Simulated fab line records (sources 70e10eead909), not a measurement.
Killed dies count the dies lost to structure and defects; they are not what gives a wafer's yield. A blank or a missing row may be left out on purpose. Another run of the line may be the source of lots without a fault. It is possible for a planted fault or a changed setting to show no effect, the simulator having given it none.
Which tool was responsible?	flow nandHarc	33 wafers from 11 lots sampled at 4 of the route's 1159 steps

## WHAT THE GAUGES SHOWED, per wafer
NHARC_P_M2_INSPECT_11.
lot	measured	on	rawDefectCount
L736	day 5 23:08	defectInspect-02	2 3 4
L737	day 6 15:43	defectInspect-01	0 5 6
L738	day 6 19:14	defectInspect-01	2 8 9
L739	day 6 23:28	defectInspect-01	10 4 3
L742	day 7 02:07	defectInspect-02	5 2 2
L740	day 7 06:39	defectInspect-01	5 6 4
L752	day 10 07:34	defectInspect-01	6 1170 4
L757	day 11 07:04	defectInspect-01	7 4 3
L755	day 11 13:35	defectInspect-01	2 1 2
L758	day 11 14:24	defectInspect-01	5 4 3
L759	day 11 23:43	defectInspect-01	5 4 4

## EACH LOT AND THE TOOL THAT RAN IT (in order: tool; ch and the chambers of the sampled wafers; start)
lot	NHARC_P_M0_STRIP_18	NHARC_P_M0_ANNEAL_30	NHARC_P_M1_CMP_23
L736	rieDiel-04 ch 0,3, day 5 15:15	rtpAnneal-01 ch 0, day 5 16:41	cmp-01 ch 0,2,3, day 5 21:19
L737	rieDiel-05 ch 0,2,3, day 6 07:55	rtpAnneal-02 ch 0, day 6 09:13	cmp-02 ch 1,2,3, day 6 13:43
L738	rieDiel-04 ch 2,3, day 6 09:49	rtpAnneal-02 ch 0, day 6 11:25	cmp-03 ch 0,1,2, day 6 17:13
L739	rieDiel-05 ch 1,2,3, day 6 15:32	rtpAnneal-02 ch 0, day 6 16:48	cmp-02 ch 1,2,3, day 6 21:22
L742	rieDiel-04 ch 2,3, day 6 18:06	rtpAnneal-02 ch 0, day 6 19:26	cmp-03 ch 0,2, day 7 00:09
L740	rieDiel-08 ch 1,2,3, day 6 22:23	rtpAnneal-02 ch 0, day 6 23:58	cmp-03 ch 0,2,3, day 7 04:35
L752	rieDiel-05 ch 0,2, day 9 23:26	rtpAnneal-01 ch 0, day 10 00:43	cmp-02 ch 1,2, day 10 05:20
L757	rieDiel-04 ch 1,2,3, day 10 23:23	rtpAnneal-02 ch 0, day 11 00:40	cmp-01 ch 0,2,3, day 11 05:11
L755	rieDiel-08 ch 0,1,3, day 11 05:35	rtpAnneal-02 ch 0, day 11 06:53	cmp-01 ch 0,1,3, day 11 11:33
L758	rieDiel-04 ch 2,3, day 11 06:10	rtpAnneal-02 ch 0, day 11 07:36	cmp-01 ch 0,1, day 11 12:29
L759	rieDiel-08 ch 1,2, day 11 15:37	rtpAnneal-01 ch 0, day 11 17:02	cmp-01 ch 2,3, day 11 21:42
- NHARC_P_M0_STRIP_18: strips in N2/H2.
- NHARC_P_M0_ANNEAL_30: time 90 s.
- NHARC_P_M1_CMP_23: polishes, t overpolish 20 s, target thk 157.82 nm.

## THE ANSWER, worked out from the rows above alone
Rule: the usual values come from the lots themselves. The widest of any qualifying gaps counts: lots, ordered by their means at a reading, are off when they make up no more than a third of the lots, leave a main group of 4 or more, and stand apart from it by 3 or more times the standard deviation of that group's means. Not used: any main group whose means are identical at the precision the tables above print for the reading. Also off: a lot with no number at a reading for which 4 or more lots have one. Where the step has rows for the other lots, those lots are counted as sound.
Off: L752, at NHARC_P_M2_INSPECT_11 (rawDefectCount). Main group: mean 4.1, sd 1.3.
If a tool, at a process step before that reading, ran all the lots that are off and no sound lot after the first of them, it fits. Gauges at NHARC_P_M2_INSPECT_11: tried the same way as those tools. Undecided on this evidence; 2 tools fit (rieDiel-05 at NHARC_P_M0_STRIP_18, cmp-02 at NHARC_P_M1_CMP_23).

## WHAT THE SIMULATOR HAD INSERTED
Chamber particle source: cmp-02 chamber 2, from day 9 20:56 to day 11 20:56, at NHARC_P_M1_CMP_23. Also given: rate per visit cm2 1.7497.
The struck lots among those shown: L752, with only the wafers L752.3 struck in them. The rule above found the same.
